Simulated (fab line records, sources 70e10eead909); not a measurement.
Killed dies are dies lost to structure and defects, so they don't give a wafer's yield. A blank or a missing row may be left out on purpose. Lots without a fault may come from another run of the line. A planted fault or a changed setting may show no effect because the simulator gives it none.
Which tool did it? | flow nand_harc | 12 lots, 36 wafers sampled, at 6 steps of a route of 1302

WHAT THE GAUGES READ, wafer by wafer
NHARC_A_ONON_D2_THK_MEAS_30: measures by ellipsometry. Usual: thk_nm 1000 nm, standard deviation 9.3.
lot  | measured     | on            | thk_nm (nm)    | flag
L932 | day 13 22:58 | film_metro-02 | 984 981 985    |
L933 | day 14 13:14 | film_metro-02 | 1000 1001 999  |
L935 | day 14 20:07 | film_metro-01 | 1006 1005 1006 |
L937 | day 15 17:22 | film_metro-01 | 1500 1501 1503 | OFF
L939 | day 16 05:06 | film_metro-01 | 1486 1483 1484 | OFF
L945 | day 18 17:56 | film_metro-02 | 1005 1007 1006 |
L946 | day 18 17:56 | film_metro-01 | 1006 1004 1006 |
L947 | day 19 13:46 | film_metro-01 | 987 985 988    |
L948 | day 20 01:20 | film_metro-01 | 1007 1008 1008 |
L950 | day 21 03:27 | film_metro-02 | 1023 1026 1027 |
L951 | day 21 15:21 | film_metro-01 | 1003 1004 1003 |
L954 | day 22 01:26 | film_metro-01 | 1008 1009 1010 |

NHARC_A_ONON_D2_INSPECT_32. Usual: raw_defect_count 382, standard deviation 150.
lot  | measured     | on                | raw_defect_count | flag
L932 | day 13 23:40 | defect_inspect-02 | 457 309 408      |
L933 | day 14 13:46 | defect_inspect-02 | 956 646 670      |
L935 | day 14 20:38 | defect_inspect-01 | 316 364 182      |
L937 | day 15 17:54 | defect_inspect-01 | 168 145 153      |
L939 | day 16 05:44 | defect_inspect-02 | 270 213 170      |
L945 | day 18 18:29 | defect_inspect-01 | 449 596 344      |
L946 | day 18 18:35 | defect_inspect-02 | 325 387 366      |
L947 | day 19 14:19 | defect_inspect-01 | 560 469 411      |
L948 | day 20 02:04 | defect_inspect-02 | 272 306 307      |
L950 | day 21 03:59 | defect_inspect-02 | 261 326 373      |
L951 | day 21 15:53 | defect_inspect-01 | 230 173 300      |
L954 | day 22 01:59 | defect_inspect-02 | 386 361 356      |

NHARC_END_SORT_01. Usual: killed_at_array 59, standard deviation 20; killed_at_other 0.8, standard deviation 1; killed_at_periphery 3.2, standard deviation 2.1; killed_dies 63, standard deviation 21; killed_open 3.0, standard deviation 1.9; killed_short 2.3, standard deviation 1.5.
lot  | measured     | on        | killed_at_array | killed_at_other | killed_at_periphery | killed_dies | killed_open | killed_short | flag
L937 | day 27 13:29 | prober-01 | 675 676 674     | 0 0 0           | 2 1 3               | 677 677 677 | 3 1 3       | 2 1 4        | OFF
L939 | day 27 13:31 | prober-02 | 673 675 671     | 0 0 0           | 4 2 6               | 677 677 677 | 3 3 2       | 0 1 4        | OFF

WHICH TOOL RAN EACH LOT (tool, then ch and the chambers of the sampled wafers, then the start)
lot  | NHARC_A_CHANNEL_FILL_D1_ETCHBACK_08           | NHARC_A_CHANNEL_FILL_D1_STRIP_29              | NHARC_A_ONON_D2_DEP_28
L932 | rie_diel-08 ch 1,2, day 13 22:28 or earlier   | rie_diel-08 ch 0,2,3, day 13 22:28 or earlier | pecvd_onon-04 ch 0, day 13 22:28
L933 | rie_diel-08 ch 0,2, day 14 12:44 or earlier   | rie_diel-08 ch 1,2,3, day 14 12:44 or earlier | pecvd_onon-01 ch 0, day 14 12:44
L935 | rie_diel-13 ch 0,1,2, day 14 19:36 or earlier | rie_diel-13 ch 0,1, day 14 19:36 or earlier   | pecvd_onon-01 ch 0, day 14 19:36
L937 | rie_diel-08 ch 0,2,3, day 15 16:51 or earlier | rie_diel-08 ch 0,2, day 15 16:51 or earlier   | pecvd_onon-02 ch 0, day 15 16:51
L939 | rie_diel-04 ch 0,1, day 13 18:31 or earlier   | rie_diel-04 ch 0,1, day 13 18:31              | pecvd_onon-02 ch 0, day 16 04:36
L945 | rie_diel-04 ch 1,2,3, day 16 12:58 or earlier | rie_diel-04 ch 2,3, day 16 12:58              | pecvd_onon-02 ch 0, day 18 17:29
L946 | rie_diel-13 ch 0,1,3, day 18 17:29 or earlier | rie_diel-13 ch 1,2,3, day 18 17:29 or earlier | pecvd_onon-01 ch 0, day 18 17:29
L947 | rie_diel-08 ch 1,2,3, day 19 13:22 or earlier | rie_diel-08 ch 0,1, day 19 13:22 or earlier   | pecvd_onon-02 ch 0, day 19 13:22
L948 | rie_diel-13 ch 0,1,3, day 20 00:53 or earlier | rie_diel-13 ch 0,1,3, day 20 00:53 or earlier | pecvd_onon-02 ch 0, day 20 00:53
L950 | rie_diel-08 ch 1,2,3, day 21 02:56 or earlier | rie_diel-08 ch 0,1,2, day 21 02:56 or earlier | pecvd_onon-04 ch 0, day 21 02:56
L951 | rie_diel-13 ch 0,1,2, day 21 14:54 or earlier | rie_diel-13 ch 0,2,3, day 21 14:54 or earlier | pecvd_onon-02 ch 0, day 21 14:54
L954 | rie_diel-08 ch 1,2,3, day 22 00:59 or earlier | rie_diel-08 ch 0,1,3, day 22 00:59 or earlier | pecvd_onon-01 ch 0, day 22 00:59
- NHARC_A_CHANNEL_FILL_D1_ETCHBACK_08: etches the open film in C4F8, target depth 220 nm, time 110 s.
- NHARC_A_CHANNEL_FILL_D1_STRIP_29: strips in O2, time 20 s.
- NHARC_A_ONON_D2_DEP_28: target thk 1000 nm.

WHAT THE TOOLS THEMSELVES READ (means of the sampled wafers that have a number; where no wafer has one, the mark that the record gives instead)
NHARC_A_CHANNEL_FILL_D1_ETCHBACK_08. Usual: oes_product_au 0.96 a.u., standard deviation 0.037; rf_vpp_V 441.9 V, standard deviation 2.6.
lot  | tool        | oes_product_au (a.u.) | rf_vpp_V (V) | flag
L932 | rie_diel-08 | 0.91                  | 443.0        |
L933 | rie_diel-08 | 0.99                  | 443.6        |
L935 | rie_diel-13 | 0.97                  | 442.6        |
L937 | rie_diel-08 | 1.00                  | 443.1        |
L939 | rie_diel-04 | 0.92                  | 440.3        |
L945 | rie_diel-04 | 1.01                  | 441.3        |
L946 | rie_diel-13 | 1.01                  | 441.0        |
L947 | rie_diel-08 | 1.00                  | 442.6        |
L948 | rie_diel-13 | 1.00                  | 440.4        |
L950 | rie_diel-08 | 0.92                  | 443.2        |
L951 | rie_diel-13 | 0.93                  | 442.8        |
L954 | rie_diel-08 | 0.92                  | 442.7        |

NHARC_A_CHANNEL_FILL_D1_STRIP_29. Usual: drypump_motor_current_A 5.7 A, standard deviation 0.32; oes_product_au 1.001 a.u., standard deviation 0.012; rf_vpp_V 58.0 V, standard deviation 0.86; showerhead_plenum_p_Torr 3.58 Torr, standard deviation 0.14; throttle_valve_pct 17.038 %, standard deviation 0.0085.
lot  | tool        | drypump_motor_current_A (A) | oes_product_au (a.u.) | rf_vpp_V (V) | showerhead_plenum_p_Torr (Torr) | throttle_valve_pct (%) | flag
L932 | rie_diel-08 | 5.8                         | 1.005                 | 57.3         | 3.67                            | 17.034                 |
L933 | rie_diel-08 | 5.8                         | 0.997                 | 57.4         | 3.63                            | 17.033                 |
L935 | rie_diel-13 | 5.6                         | 1.000                 | 58.3         | 3.54                            | 17.046                 |
L937 | rie_diel-08 | 5.9                         | 1.001                 | 58.2         | 3.73                            | 17.040                 |
L939 | rie_diel-04 | 5.4                         | 1.003                 | 57.8         | 3.52                            | 17.044                 |
L945 | rie_diel-04 | 6.1                         | 1.017                 | 58.1         | 3.60                            | 17.044                 |
L946 | rie_diel-13 | 5.9                         | 1.011                 | 57.8         | 3.55                            | 17.035                 |
L947 | rie_diel-08 | 5.6                         | 0.998                 | 58.1         | 3.60                            | 17.031                 |
L948 | rie_diel-13 | 5.9                         | 1.007                 | 57.9         | 3.49                            | 17.026                 |
L950 | rie_diel-08 | 5.7                         | 0.998                 | 57.6         | 3.65                            | 17.038                 |
L951 | rie_diel-13 | 5.7                         | 0.995                 | 58.0         | 3.58                            | 17.038                 |
L954 | rie_diel-08 | 5.7                         | 0.987                 | 57.2         | 3.58                            | 17.034                 |

THE ANSWER, worked out from the rows above alone
Rule: a lot is off if the mean of its wafers that have a number lies more than 3 standard deviations from the usual mean. A lot without any number at a reading at which 4 lots or more have one is off too. The other lots that the step has rows for count as sound. The gauges are gone through in route order, then the tools' own readings, and for those a lot's mean is taken as printed above. The first step at which some lot is off is used, and at that step the reading that is off furthest; a lot without a number counts as furthest.
Off: L937, L939, at NHARC_A_ONON_D2_THK_MEAS_30 (thk_nm).
A tool fits if, at a process step before that reading, it ran every lot that is off, and no sound lot after the first of them. The gauges at NHARC_A_ONON_D2_THK_MEAS_30 aren't tried: what is off there is off at NHARC_END_SORT_01 too, on other tools, and a gauge's error can't cause that. NHARC_A_CHANNEL_FILL_D1_ETCHBACK_08 gives no start for some lots, so the hours and the order of its lots are those of NHARC_A_ONON_D2_DEP_28. NHARC_A_CHANNEL_FILL_D1_STRIP_29 gives no start for some lots, so the hours and the order of its lots are those of NHARC_A_ONON_D2_DEP_28. None of those tried fits.

WHAT THE SIMULATOR HAD PUT IN
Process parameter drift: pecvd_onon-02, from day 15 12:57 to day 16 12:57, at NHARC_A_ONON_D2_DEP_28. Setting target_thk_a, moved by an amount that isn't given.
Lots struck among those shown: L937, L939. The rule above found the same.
